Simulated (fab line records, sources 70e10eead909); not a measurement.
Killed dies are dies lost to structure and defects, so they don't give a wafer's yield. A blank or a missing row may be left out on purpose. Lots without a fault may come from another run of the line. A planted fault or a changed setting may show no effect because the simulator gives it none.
fab line records | flow nand_harc
record lots=7 wafers=21 last_day=25
route steps=1159 shown A_CONTACT@957 A_BLC@964 END@1159
lots that met no fault: from a run of the same line without faults
start_h: hours from the record's first day to the start of the lot's first wafer shown | wait_h: hours since the lot's step before | " the same as in the row above | L1.1+2: a row that stands for several wafers | - no value, or no start given | * or withheld: withheld | < > ~ a bound
route shown NAME@n: a module of which the file shows steps, and the number in the route of the first | usual: mean/standard deviation of fault-free wafers | same: alike in all rows | chamber/n: place in a boat | sites: the reading at each site | _std_site: their standard deviation | _edge_site: outer sites' mean less inner sites' | radius_mm: how far each site lies from the wafer's centre | mask NAME#n: copy n | behind: the tool/chamber that last shaped the wafer | hold: why the lot was held/for how many hours/how that ended | device: the transistor (n, p or np) that didn't switch | end of line: the same wafers' tests at the end of the route | a step without rows: its recipe alone | killed: dies lost to structure and defects at the first sort, not the wafer's yield | map: a wafer's dies, x killed, . not, _ none there
set.NAME: the setting as run; set.NAME@STEP: as run at that earlier step | model.NAME: the simulator's own value behind a step, which no gauge read
lots at some steps of the route; a table a step, a row a wafer
services: from which hour (start_h, from the record's first day; less than 0 if before it) a tool's chamber was out of use, for how many hours, and why
## steps
# step NHARC_A_CONTACT_STRIP_27
# recipe time_s=600 temp_c=30 chemistry=post_etch_residue_remover
# step NHARC_A_CONTACT_ALD_18
# recipe target_thk_a=30 pulse_time_s=1 ald_cycles=150 temp_c=450 material=TiN
# usual heater_power_w=1160/160 precursor_pulse_height_rel=1.002/0.02 susceptor_temp_C=449.97/0.24
# columns lot.wafer tool chamber start_h wait_h heater_power_w precursor_pulse_height_rel susceptor_temp_C
L418.4 ald_metal-04 3 395.18 - 1181 0.998 449.80
L418.3 " 1 " " 1200 1.003 449.81
L418.5 " 3 " " 1201 0.988 449.75
L422.2 ald_metal-04 1 420.72 - 1223 1.055 450.05
L422.3 " 2 " " 1115 0.990 449.77
L422.1 " 3 " " 1280 1.016 449.90
L429.1 ald_metal-04 3 457.88 - 1274 1.020 450.17
L429.3 " 0 " " 967 1.006 449.74
L429.6 " 0 " " 992 0.985 449.48
L428.1 ald_metal-03 3 457.91 - 1090 0.999 449.83
L428.3 " 0 " " 1439 1.000 449.91
L428.6 " 3 " " 1098 0.990 449.84
L427.3 ald_metal-03 2 464.11 - 1015 1.005 449.70
L427.6 " 0 " " 1489 1.010 449.92
L427.5 " 2 " " 1019 1.019 449.61
L438.2 ald_metal-03 0 518.13 - 1347 1.014 449.92
L438.3 " 1 " " 1236 1.003 450.09
L438.5 " 0 " " 1347 0.991 450.38
L437.4 ald_metal-03 1 524.21 - 1233 1.001 450.09
L437.2 " 0 " " 1347 1.000 450.16
L437.6 " 1 " " 1244 0.983 449.74
# step NHARC_A_CONTACT_CVD_19
# recipe target_thk_a=3000 temp_c=300 pressure_torr=40 wf6_flow_sccm=40 h2_flow_sccm=1600 ar_flow_sccm=1560 time_s=802 material=W
# usual heater_power_w=488/15 susceptor_temp_C=299.99/0.2 throttle_valve_pct=7.89/0.23
# columns lot.wafer tool chamber start_h wait_h heater_power_w susceptor_temp_C throttle_valve_pct
L418.4 cvd_w-02 0 - - 467 300.00 7.67
L418.3 " 1 " " 491 299.83 7.82
L418.5 " 1 " " 482 299.65 7.68
L422.2 cvd_w-02 0 - - 463 300.13 7.65
L422.1 " 1 " " 496 300.35 7.91
L422.3 " 1 " " 475 300.03 7.82
L429.1 cvd_w-01 0 - - 510 299.97 8.51
L429.3 " 0 " " 495 300.02 8.05
L429.6 " 1 " " 476 299.75 7.60
L428.1 cvd_w-01 1 - - 496 300.23 7.76
L428.3 " 0 " " 510 300.23 8.15
L428.6 " 1 " " 492 300.16 7.80
L427.3 cvd_w-01 1 - - 484 - 7.80
L427.6 " 0 " " 512 - 8.14
L427.5 " 1 " " 483 - 7.73
L438.2 cvd_w-02 1 - - 483 - 7.96
L438.3 " 1 " " 486 - 8.21
L438.5 " 1 " " 499 - 7.98
L437.2 cvd_w-01 0 - - 492 300.01 8.09
L437.4 " 1 " " 502 300.20 7.71
L437.6 " 1 " " 505 300.02 7.91
# step NHARC_A_CONTACT_CMP_20
# recipe t_overpolish_s=30 target_thk_nm=300
# usual motor_current_A=12.2/1.5 overpolish_run_s=30.001/0.0084 slurry_filter_dp_kPa=13.50/0.14 time_to_endpoint_s=59.0/2.8
# columns lot.wafer tool chamber start_h wait_h motor_current_A overpolish_run_s slurry_filter_dp_kPa time_to_endpoint_s
L418.3 cmp-03 3 399.07 0.4 10.3 30.006 13.52 53.6
L418.4 " 0 " " 13.5 29.992 13.42 57.5
L418.5 " 2 " " 13.3 29.991 13.43 57.0
L422.1 cmp-04 0 425.26 0.6 12.8 29.982 13.50 57.0
L422.2 " 1 " " 8.5 29.998 13.67 56.6
L422.3 " 3 " " 10.9 30.005 13.56 58.2
L429.1 cmp-01 0 458.97 0.8 14.2 30.017 13.57 56.2
L429.3 " 2 " " 10.4 30.005 13.42 60.0
L429.6 " 0 " " 14.0 29.998 13.55 57.0
L428.1 cmp-03 1 459.73 0.8 14.3 29.990 13.38 54.3
L428.3 " 3 " " 11.2 30.007 13.67 54.8
L428.6 " 1 " " 13.6 30.010 13.58 56.2
L427.3 cmp-03 0 469.95 0.4 13.6 30.014 13.71 59.8
L427.6 " 3 " " 10.7 30.007 13.57 53.9
L427.5 " 0 " " 13.1 29.995 13.46 56.9
L438.3 cmp-01 1 521.13 0.5 12.6 29.995 13.64 57.4
L438.2 " 2 " " 10.8 29.996 13.48 59.6
L438.5 " 2 " " 10.4 30.006 13.67 59.6
L437.4 cmp-03 3 529.15 0.5 10.9 29.999 13.47 53.5
L437.2 " 2 " " 13.3 30.015 13.39 63.7
L437.6 " 3 " " 10.4 29.982 13.41 57.8
# step NHARC_A_CONTACT_SRD_22
# step NHARC_A_CONTACT_INSPECT_23
# usual raw_defect_count=428/94
# columns lot.wafer tool chamber start_h wait_h raw_defect_count
L418.3 defect_inspect-01 - 399.42 0.1 527
L418.4 " - " " 277
L418.5 " - " " 504
L422.1 defect_inspect-01 - 425.66 0.1 453
L422.2 " - " " 595
L422.3 " - " " 354
L429.1 defect_inspect-01 - 459.37 0.1 403
L429.3 " - " " 417
L429.6 " - " " 554
L428.1 defect_inspect-02 - 460.14 0.1 360
L428.3 " - " " 342
L428.6 " - " " 361
L427.3 defect_inspect-02 - 470.32 0.1 451
L427.5 " - " " 405
L427.6 " - " " 511
L438.2 defect_inspect-02 - 521.57 0.1 497
L438.3 " - " " 483
L438.5 " - " " 333
L437.2 defect_inspect-01 - 529.55 0.1 520
L437.4 " - " " 555
L437.6 " - " " 289
# step NHARC_A_BLC_DEHYDRATE_00
# recipe temp_c=150 time_s=120
# step NHARC_A_BLC_HMDS_01
# recipe time_s=30
# step NHARC_A_BLC_COAT_02
# recipe temp_c=260 time_s=75
# step NHARC_A_BLC_COAT_03
# recipe temp_c=225 time_s=65
# step NHARC_A_BLC_COAT_04
# recipe spin_rpm=1500 resist_thk_nm=90
# step NHARC_A_BLC_SOFTBAKE_05
# recipe temp_c=105 time_s=55
# usual heater_power_total_W=188.46/0.15
# columns lot.wafer tool chamber start_h wait_h heater_power_total_W
L418.3 litho_track-06 0 399 - 188.38
L418.4 " 0 " " 188.36
L418.5 " 0 " " 188.31
L422.1 litho_track-01 0 425 - 188.33
L422.2 " 0 " " 188.39
L422.3 " 0 " " 188.26
L429.1 litho_track-01 0 459 - 163.59
L429.3 " 0 " " 163.59
L429.6 " 0 " " 163.71
L428.1 litho_track-01 0 460 - 163.62
L428.3 " 0 " " 163.64
L428.6 " 0 " " 163.66
L427.3 litho_track-01 0 470 - 163.57
L427.5 " 0 " " 163.52
L427.6 " 0 " " 163.66
L438.2 litho_track-06 0 521 - 188.72
L438.3 " 0 " " 188.39
L438.5 " 0 " " 188.45
L437.2 litho_track-06 0 529 - 188.47
L437.4 " 0 " " 188.45
L437.6 " 0 " " 188.46
# step NHARC_A_BLC_EBR_06
# step NHARC_A_BLC_EXPOSE_07
# recipe na=1.35 target_cd_nm=100 dose_mj=67.97 mask_id=A_BLC
# step NHARC_A_BLC_PEB_08
# recipe peb_temp_c=100 peb_time_s=65
# step NHARC_A_BLC_DEVELOP_09
# recipe develop_time_s=35 dev_temp_c=23
# step NHARC_A_BLC_CD_MEAS_10
# recipe target_cd_nm=100 landing_energy_ev=500
# usual cd_nm=100.4/0.62
# same landing_energy_ev=500
# columns lot.wafer tool chamber start_h wait_h cd_nm
L418.3 cd_sem-03 0 399.94 - 101.1
L418.4 " 0 " " 100.5
L418.5 " 0 " " 100.7
L422.1 cd_sem-01 0 426.17 - 101.4
L422.2 " 0 " " 101.3
L422.3 " 0 " " 101.5
L429.1 cd_sem-01 0 459.88 - 102.3
L429.3 " 0 " " 101.9
L429.6 " 0 " " 102.0
L428.1 cd_sem-01 0 460.64 - 101.0
L428.3 " 0 " " 102.3
L428.6 " 0 " " 101.8
L427.3 cd_sem-03 0 470.83 - 101.9
L427.5 " 0 " " 100.8
L427.6 " 0 " " 100.9
L438.2 cd_sem-01 0 522.07 - 99.7
L438.3 " 0 " " 99.5
L438.5 " 0 " " 100.0
L437.2 cd_sem-01 0 529.94 - 99.7
L437.4 " 0 " " 100.3
L437.6 " 0 " " 100.1
# step NHARC_A_BLC_OVL_MEAS_11
# usual overlay_x_nm=0.2/0.67 overlay_y_nm=0.2/0.95
# columns lot.wafer tool chamber start_h wait_h overlay_x_nm overlay_y_nm
L418.3 overlay-01 - 400.02 - -0.4 0.6
L418.4 " - " " -0.3 0.1
L418.5 " - " " -0.4 -0.1
L422.1 overlay-01 - 426.25 - 1.3 -0.4
L422.2 " - " " 1.0 -0.2
L422.3 " - " " 1.5 0.0
L429.1 overlay-01 - 459.97 - 0.5 -0.5
L429.3 " - " " 0.3 -0.5
L429.6 " - " " 0.0 -1.2
L428.1 overlay-01 - 460.73 - -0.1 1.2
L428.3 " - " " -0.1 1.0
L428.6 " - " " 0.1 0.7
L427.3 overlay-01 - 470.92 - 0.8 -0.7
L427.5 " - " " 1.0 -0.4
L427.6 " - " " 0.4 -0.7
L438.2 overlay-01 - 522.16 - 0.3 1.8
L438.3 " - " " 0.8 1.8
L438.5 " - " " 0.0 1.7
L437.2 overlay-01 - 530.02 - -0.6 0.1
L437.4 " - " " -0.1 0.4
L437.6 " - " " -0.3 -0.3
# step NHARC_A_BLC_INSPECT_12
# usual raw_defect_count=30/15
# columns lot.wafer tool chamber start_h wait_h raw_defect_count
L418.3 defect_inspect-02 - 400.06 0.0 9
L418.4 " - " " 15
L418.5 " - " " 15
L422.1 defect_inspect-01 - 426.29 0.0 13
L422.2 " - " " 10
L422.3 " - " " 8
L429.1 defect_inspect-02 - 460.01 0.0 25
L429.3 " - " " 20
L429.6 " - " " 35
L428.1 defect_inspect-01 - 460.77 0.0 28
L428.3 " - " " 28
L428.6 " - " " 29
L427.3 defect_inspect-02 - 470.95 0.0 63
L427.5 " - " " 63
L427.6 " - " " 65
L438.2 defect_inspect-02 - 522.20 0.0 13
L438.3 " - " " 27
L438.5 " - " " 19
L437.2 defect_inspect-02 - 530.06 0.0 53
L437.4 " - " " 50
L437.6 " - " " 45
# step NHARC_A_BLC_DESCUM_15
# recipe time_s=3 o2_flow_sccm=200 ar_flow_sccm=0 bias_power_w=0 chemistry=O2
# usual drypump_motor_current_A=5.8/0.35 oes_product_au=0.999/0.0097 rf_vpp_V=57.7/1 showerhead_plenum_p_Torr=1.90/0.098 throttle_valve_pct=11.312/0.0097
# columns lot.wafer tool chamber start_h wait_h drypump_motor_current_A oes_product_au rf_hours_counter_h rf_vpp_V showerhead_plenum_p_Torr throttle_valve_pct model.A_BLC.cd_nm
L418.3 rie_diel-07 1 400.12 0.1 5.7 0.983 15 57.1 1.85 11.315 100.5
L418.4 " 3 " " 5.6 1.001 15 58.3 2.02 11.296 100.8
L418.5 " 2 " " 5.8 0.988 - 58.0 1.78 11.313 100.5
L422.3 rie_diel-07 3 426.35 0.1 5.6 1.009 1 59.0 2.02 11.310 101
L422.1 " 0 " " 6.0 1.004 0 57.8 1.83 11.299 101.4
L422.2 " 2 " " 5.8 0.997 1 57.2 1.78 11.307 100.9
L429.3 rie_diel-07 3 460.08 0.1 5.6 0.988 4 57.9 2.02 11.288 101.3
L429.1 " 0 " " 6.0 1.009 3 56.3 1.83 11.301 101.8
L429.6 " 2 " " 5.8 1.005 - 56.6 1.78 11.316 101.5
L428.1 rie_diel-06 1 460.84 0.1 5.6 1.005 5 57.6 2.03 11.326 101.1
L428.3 " 2 " " 6.2 1.024 2 56.0 2.01 11.320 102.4
L428.6 " 1 " " 5.6 1.006 - 57.7 2.03 11.307 101.4
L427.3 rie_diel-06 3 471.02 0.1 6.5 0.991 6 57.5 1.79 11.329 102
L427.5 " 3 " " 6.5 0.997 - 57.4 1.79 11.327 101.3
L427.6 " 0 " " 5.7 0.986 - 57.8 1.91 11.317 101.1
L438.2 rie_diel-06 2 522.26 0.1 6.2 1.013 10 59.7 2.01 11.309 99.35
L438.3 " 1 " " 5.6 1.000 13 58.3 2.02 11.313 99.91
L438.5 " 2 " " 6.2 1.007 - 58.5 2.01 11.316 99.73
L437.2 rie_diel-07 3 530.13 0.1 5.6 0.999 10 59.2 2.02 11.293 99.78
L437.4 " 3 " " 5.6 1.002 - 59.9 2.02 11.308 100.3
L437.6 " 0 " " 5.9 0.998 - 57.2 1.82 11.331 100
# step NHARC_A_BLC_ETCH_16
# recipe target_depth_a=390 over_etch_frac=0.3 time_s=65 ion_energy_ev=80 cf4_flow_sccm=150 ar_flow_sccm=0 rf_w=300 bias_w=100 chemistry=CF4
# usual drypump_motor_current_A=5.9/0.36 oes_product_au=1.001/0.0094 rf_vpp_V=151.1/1.2 showerhead_plenum_p_Torr=1.75/0.085 throttle_valve_pct=13.284/0.0098
# columns lot.wafer tool chamber start_h wait_h drypump_motor_current_A oes_product_au rf_hours_counter_h rf_vpp_V showerhead_plenum_p_Torr throttle_valve_pct model.A_BLC.cd_nm
L418.3 rie_diel-07 2 400.21 0.1 5.8 0.990 15 150.4 1.66 13.293 100.5
L418.4 " 0 " " 5.9 0.999 15 150.3 1.69 13.296 100.4
L418.5 " 2 " " 5.8 0.994 - 151.3 1.66 13.290 100.6
L422.1 rie_diel-07 0 426.44 0.1 6.0 1.002 0 149.9 1.69 13.285 100.9
L422.2 " 1 " " 5.7 0.996 1 150.1 1.71 13.289 100.4
L422.3 " 3 " " 5.6 1.002 1 152.5 1.86 13.299 100.8
L429.3 rie_diel-07 0 460.17 0.1 5.9 1.006 3 150.3 1.69 13.282 101
L429.1 " 1 " " 5.7 0.989 4 151.1 1.71 13.287 101.7
L429.6 " 3 " " 5.6 1.001 - 152.6 1.86 13.281 101.4
L428.3 rie_diel-06 0 460.93 0.1 5.7 0.999 5 150.1 1.76 13.269 102.4
L428.1 " 1 " " 5.6 0.998 5 152.3 1.87 13.279 101.3
L428.6 " 3 " " 6.5 1.005 - 150.7 1.66 13.263 101.4
L427.3 rie_diel-06 3 471.12 0.1 6.5 1.004 6 150.0 1.66 13.287 101.8
L427.6 " 0 " " 5.7 0.998 - 150.4 1.76 13.295 101
L427.5 " 1 " " 5.6 1.000 - 152.3 1.87 13.298 101.3
L438.2 rie_diel-06 0 522.35 0.1 5.7 1.011 13 153.1 1.76 13.291 99.08
L438.3 " 1 " " 5.6 0.999 13 151.8 1.86 13.307 100.1
L438.5 " 3 " " 6.5 0.993 - 150.9 1.66 13.270 99.45
L437.2 rie_diel-07 0 530.34 0.2 6.0 1.011 10 150.3 1.69 13.275 99.83
L437.6 " 1 " " 5.7 1.005 - 149.8 1.71 13.288 99.94
L437.4 " 3 " " 5.6 1.008 - 151.7 1.86 13.271 100.3
# step NHARC_A_BLC_ETCH_17
# recipe target_depth_a=3900 over_etch_frac=0.25 time_s=609.38 ion_energy_ev=200 n2_flow_sccm=150 h2_flow_sccm=150 ar_flow_sccm=0 rf_w=400 bias_w=150 chemistry=N2/H2
# usual drypump_motor_current_A=5.9/0.36 h2_flow_sccm=149.9/0.4 oes_product_au=1.001/0.0095 rf_vpp_V=430/3.2 showerhead_plenum_p_Torr=2.02/0.11 throttle_valve_pct=14.171/0.0083
# columns lot.wafer tool chamber start_h wait_h drypump_motor_current_A h2_flow_sccm oes_product_au rf_hours_counter_h rf_vpp_V showerhead_plenum_p_Torr throttle_valve_pct
L418.3 rie_diel-07 1 - - 5.8 150.5 0.981 16 429 1.96 14.179
L418.4 " 2 " " 5.8 149.6 0.993 15 426 1.90 14.170
L418.5 " 0 " " 6.0 149.6 1.008 - 428 1.94 14.166
L422.2 rie_diel-07 3 - - 5.6 150.9 0.998 1 434 2.16 14.165
L422.3 " 1 " " 5.7 150.0 0.983 1 429 1.96 14.179
L422.1 " 2 " " 5.8 149.9 1.003 1 426 1.90 14.167
L429.3 rie_diel-07 2 - - 5.8 150.1 1.000 4 426 1.90 14.163
L429.1 " 0 " " 6.0 149.8 0.998 3 428 1.94 14.173
L429.6 " 3 " " 5.6 150.0 0.990 - 435 2.16 14.185
L428.1 rie_diel-06 0 - - 5.7 149.9 0.999 5 430 2.03 14.174
L428.3 " 2 " " 6.2 149.6 1.022 2 434 2.14 14.173
L428.6 " 1 " " 5.6 150.1 0.995 - 434 2.16 14.189
L427.3 rie_diel-06 2 - - 6.2 149.5 1.004 4 433 2.14 14.179
L427.6 " 3 " " 6.5 149.9 0.998 - 429 1.91 14.166
L427.5 " 0 " " 5.7 149.5 0.994 - 430 2.03 14.177
L438.2 rie_diel-06 2 - - 6.2 150.5 1.011 10 434 2.14 14.163
L438.3 " 3 " " 6.5 150.1 0.987 12 426 1.91 14.169
L438.5 " 3 " " 6.5 149.7 0.990 - 428 1.90 14.156
L437.2 rie_diel-07 1 - - 5.7 149.9 0.993 11 430 1.96 14.168
L437.6 " 1 " " 5.7 149.9 0.995 - 428 1.96 14.167
L437.4 " 0 " " 5.9 150.0 1.008 - 428 1.94 14.180
# step NHARC_END_SORT_01
# recipe temp_c=25
# usual killed_at_array=27/11 killed_at_other=0.7/1.1 killed_at_periphery=3.4/2.1 killed_dies=31/12 killed_open=3.6/2 killed_short=2.0/1.3
# same gross_dies=677
# columns lot.wafer tool chamber start_h wait_h killed_at_array killed_at_other killed_at_periphery killed_dies killed_open killed_short
L418.3 prober-01 0 452.31 3.1 12 2 1 15 4 1
L418.4 prober-01 0 453.10 3.4 17 0 6 23 5 3
L418.5 prober-01 0 453.89 3.7 21 0 2 23 7 4
L422.1 prober-02 0 470.37 2.5 11 0 5 16 1 1
L422.2 prober-02 0 471.18 2.8 11 0 7 18 1 1
L422.3 prober-02 0 471.99 3.1 16 0 2 18 3 3
L429.1 prober-02 0 506.09 2.5 23 0 0 23 2 2
L429.3 prober-02 0 507.66 3.0 20 1 3 24 6 3
L429.6 prober-02 0 510.01 3.9 19 0 2 21 2 1
L428.1 prober-01 0 506.21 2.5 27 0 4 31 2 0
L428.3 prober-01 0 507.80 3.1 26 0 1 27 6 2
L428.6 prober-01 0 510.18 4.0 29 1 3 33 5 2
L427.3 prober-02 0 520.18 3.1 46 1 4 51 6 2
L427.5 prober-02 0 521.77 3.7 61 2 3 66 6 4
L427.6 prober-02 0 522.56 4.0 54 1 4 59 9 2
L438.2 prober-01 0 571.81 2.8 18 0 2 20 2 5
L438.3 prober-01 0 572.64 3.2 20 1 3 24 7 0
L438.5 prober-01 0 574.29 3.8 17 0 2 19 1 2
L437.2 prober-01 0 589.10 2.8 39 3 1 43 2 2
L437.4 prober-01 0 590.71 3.4 35 5 6 46 6 2
L437.6 prober-01 0 592.32 4.0 33 1 3 37 5 3
# killed by level:class
L418.3 A_CONTACT:chamber_film_flake=5 THIN_TSV:chamber_film_flake=2 A_ONON_D1:geometric_particle:open=1 A_CHANNEL_FILL_D1:geometric_particle:open=1 A_WL_FILL:geometric_particle:short=1 A_CONTACT:geometric_particle:open=1 A_M1:geometric_particle:open=1 P_GATE:chamber_film_flake=1
L418.4 A_CONTACT:chamber_film_flake=4 A_CONTACT:geometric_particle:open=3 A_CHANNEL_HOLE_D1:chamber_film_flake=3 A_STAIRCASE:chamber_film_flake=3 P_ZERO_WELL:chamber_film_flake=2 P_CONTACT:geometric_particle:short=1 P_M0:geometric_particle:short=1 A_ONON_D1:geometric_particle:open=1
L418.5 A_CHANNEL_HOLE_D1:chamber_film_flake=5 A_WL_FILL:chamber_film_flake=3 A_ONON_D1:geometric_particle:short=2 A_M0:geometric_particle:open=2 A_SLIT:chamber_film_flake=2 P_CONTACT:geometric_particle:open=1 A_ONON_D1:geometric_particle:open=1 A_CHANNEL_FILL_D1:geometric_particle:open=1
L422.1 A_STAIRCASE:chamber_film_flake=5 P_GATE:chamber_film_flake=3 A_WL_FILL:chamber_film_flake=2 A_BLC:chamber_film_flake=2 P_GATE:geometric_particle:open=1 A_CHANNEL_FILL_D1:geometric_particle:short=1 P_STI:chamber_film_flake=1 A_ZERO_WELL:chamber_film_flake=1
L422.2 A_STAIRCASE:chamber_film_flake=4 P_GATE:chamber_film_flake=3 P_ZERO_WELL:chamber_film_flake=2 P_STI:chamber_film_flake=2 A_CHANNEL_HOLE_D1:chamber_film_flake=2 A_BLC:chamber_film_flake=2 A_WL_FILL:geometric_particle:open=1 A_WL_FILL:geometric_particle:short=1
L422.3 A_BLC:chamber_film_flake=6 A_CHANNEL_HOLE_D1:chamber_film_flake=2 A_STAIRCASE:chamber_film_flake=2 P_M2:geometric_particle:open=1 A_CHANNEL_FILL_D1:geometric_particle:short=1 A_WL_FILL:geometric_particle:short=1 A_CONTACT:geometric_particle:open=1 A_CONTACT:geometric_particle:short=1
L429.1 A_SLIT:chamber_film_flake=13 A_CHANNEL_HOLE_D1:chamber_film_flake=3 A_CONTACT:chamber_film_flake=2 A_ONON_D1:geometric_particle:short=1 A_CHANNEL_FILL_D1:geometric_particle:short=1 A_CHANNEL_FILL_D1:geometric_particle:open=1 A_WL_FILL:geometric_particle:open=1 A_STAIRCASE:chamber_film_flake=1
L428.1 A_CHANNEL_HOLE_D1:chamber_film_flake=21 P_M1:chamber_film_flake=3 A_CONTACT:chamber_film_flake=2 A_SOURCE_PLATE:geometric_particle:open=1 A_BLC:geometric_particle:open=1 P_GATE:chamber_film_flake=1 A_CHANNEL_FILL_D1:chamber_film_flake=1 A_WL_FILL:chamber_film_flake=1
L429.3 A_SLIT:chamber_film_flake=7 A_CHANNEL_HOLE_D1:chamber_film_flake=3 A_SOURCE_PLATE:geometric_particle:open=2 A_CHANNEL_FILL_D1:geometric_particle:open=2 P_CONTACT:geometric_particle:short=1 P_M0:geometric_particle:open=1 A_SOURCE_PLATE:geometric_particle:short=1 A_WL_FILL:geometric_particle:open=1
L428.3 A_CHANNEL_HOLE_D1:chamber_film_flake=16 A_CHANNEL_FILL_D1:geometric_particle:open=2 A_WL_FILL:geometric_particle:open=2 A_CONTACT:chamber_film_flake=2 P_M0:geometric_particle:open=1 A_ONON_D1:geometric_particle:short=1 A_M0:geometric_particle:open=1 A_M1:geometric_particle:short=1
L429.6 A_CONTACT:chamber_film_flake=6 A_CHANNEL_HOLE_D1:chamber_film_flake=3 A_SLIT:chamber_film_flake=3 A_STAIRCASE:chamber_film_flake=3 A_WL_FILL:chamber_film_flake=2 P_M0:geometric_particle:open=1 P_M1:geometric_particle:short=1 A_BLC:geometric_particle:open=1
L428.6 A_CHANNEL_HOLE_D1:chamber_film_flake=22 A_CONTACT:chamber_film_flake=3 P_GATE:geometric_particle:open=1 P_M1:geometric_particle:open=1 A_ONON_D1:geometric_particle:open=1 A_STAIRCASE:geometric_particle:short=1 A_CONTACT:geometric_particle:open=1 A_BLC:geometric_particle:short=1
L427.3 A_CHANNEL_HOLE_D1:chamber_film_flake=21 A_STAIRCASE:chamber_film_flake=8 A_SLIT:chamber_film_flake=8 A_CONTACT:geometric_particle:open=3 A_CONTACT:chamber_film_flake=2 P_GATE:geometric_particle:open=1 P_CONTACT:geometric_particle:open=1 A_CHANNEL_HOLE_D1:geometric_particle:short=1
L427.5 A_CHANNEL_HOLE_D1:chamber_film_flake=22 A_SLIT:chamber_film_flake=15 A_STAIRCASE:chamber_film_flake=12 A_CONTACT:chamber_film_flake=5 A_SGD_CUT:geometric_particle:open=2 A_CONTACT:geometric_particle:open=2 STARTING-WAFER:geometric_particle:short=2 P_GATE:geometric_particle:open=1
L427.6 A_CHANNEL_HOLE_D1:chamber_film_flake=20 A_STAIRCASE:chamber_film_flake=13 A_SLIT:chamber_film_flake=8 A_CONTACT:chamber_film_flake=4 P_M0:geometric_particle:open=2 A_CONTACT:geometric_particle:open=2 A_M0:geometric_particle:open=2 P_GATE:geometric_particle:open=1
L438.2 A_CHANNEL_HOLE_D1:chamber_film_flake=7 A_WL_FILL:geometric_particle:short=3 A_M0:chamber_film_flake=3 P_GATE:chamber_film_flake=2 A_CHANNEL_FILL_D1:geometric_particle:open=1 A_SGD_CUT:geometric_particle:short=1 A_CONTACT:geometric_particle:short=1 A_CONTACT:geometric_particle:open=1
L438.3 A_CHANNEL_HOLE_D1:chamber_film_flake=6 A_CONTACT:chamber_film_flake=6 P_CONTACT:geometric_particle:open=1 P_M0:geometric_particle:open=1 A_ONON_D1:geometric_particle:open=1 A_WL_FILL:geometric_particle:open=1 A_CONTACT:geometric_particle:open=1 A_M0:geometric_particle:open=1
L438.5 A_CHANNEL_HOLE_D1:chamber_film_flake=9 P_GATE:chamber_film_flake=2 A_CONTACT:chamber_film_flake=2 A_CHANNEL_FILL_D1:chamber_film_flake=1 A_ONON_D1:geometric_particle:open=1 A_CHANNEL_FILL_D1:geometric_particle:short=1 A_BLC:geometric_particle:short=1 A_WL_FILL:chamber_film_flake=1
L437.2 A_SLIT:chamber_film_flake=23 A_CHANNEL_HOLE_D1:chamber_film_flake=6 A_CONTACT:chamber_film_flake=4 THIN_TSV:chamber_film_flake=3 A_WL_FILL:chamber_film_flake=2 P_GATE:geometric_particle:open=1 A_SGD_CUT:geometric_particle:short=1 A_CONTACT:geometric_particle:short=1
L437.4 A_SLIT:chamber_film_flake=22 A_CHANNEL_HOLE_D1:chamber_film_flake=5 A_CONTACT:chamber_film_flake=4 THIN_TSV:chamber_film_flake=4 A_CONTACT:geometric_particle:open=3 P_ZERO_WELL:chamber_film_flake=3 P_CONTACT:geometric_particle:open=2 P_GATE:geometric_particle:open=1
L437.6 A_SLIT:chamber_film_flake=11 A_CHANNEL_HOLE_D1:chamber_film_flake=9 A_STAIRCASE:chamber_film_flake=3 A_CONTACT:chamber_film_flake=3 A_CHANNEL_FILL_D1:geometric_particle:short=2 A_CONTACT:geometric_particle:open=2 P_ZERO_WELL:chamber_film_flake=2 P_STI:geometric_particle:open=1
## services
# columns tool chamber start_h hours kind
ald_metal-03 3 373.32 6.8 repair
cvd_w-02 - 379.10 13.0 pm
ald_metal-03 2 380.87 41.1 repair
rie_diel-06 1 383.20 1.4 repair
rie_diel-07 - 405.28 9.0 pm
ald_metal-04 - 406.00 10.0 pm
ald_metal-03 1 409.67 8.6 repair
rie_diel-07 3 414.80 2.3 repair
rie_diel-06 2 415.99 9.5 repair
rie_diel-06 - 418.20 9.0 pm
rie_diel-06 2 435.55 8.1 repair
litho_track-01 - 443.00 7.0 pm
cmp-03 - 448.74 0.3 repair
cmp-03 - 450.02 4.0 pm
ald_metal-03 - 450.70 0.5 repair
ald_metal-03 1 452.21 9.4 repair
cmp-03 - 460.70 5.9 repair
ald_metal-03 1 462.66 6.3 repair
litho_track-06 - 467.00 7.0 pm
cvd_w-01 - 481.51 13.0 pm
cmp-03 - 482.16 1.9 repair
ald_metal-03 - 500.00 10.0 pm
rie_diel-06 0 526.30 10.8 repair
rie_diel-07 2 527.77 19.9 repair
## key
first_sign step=NHARC_A_BLC_SOFTBAKE_05 reading=heater_power_total_W direction=down sigmas=99+ usual=* struck=*
effect step=NHARC_A_BLC_CD_MEAS_10 reading=cd_nm direction=up sigmas=2 usual=100.4 struck=101.7
model_effect step=NHARC_A_BLC_DESCUM_15 value=A_BLC.cd_nm without=100.5 struck=101.5
model_effect step=NHARC_A_BLC_ETCH_16 value=A_BLC.cd_nm without=100.4 struck=101.5
met_at NHARC_A_BLC_SOFTBAKE_05
struck_wafers L427.3,L427.5,L427.6,L428.1,L428.3,L428.6,L429.1,L429.3,L429.6
tester_left_out L427,L428,L429
onset_between 425 459
fault kind=process_parameter_drift tool=litho_track-01 chamber=- onset_h=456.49 steps=NHARC_A_BLC_SOFTBAKE_05 channel=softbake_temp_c offset=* shape=step end_h=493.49 acts_in=* stated=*
# tester_left_out: of these lots the tester's yield and bins aren't shown, on N5 and GAA mostly nor the transistor test; their killed dies are dies lost to structure and defects alone, not to doping, threshold or leakage, so they don't give the yield
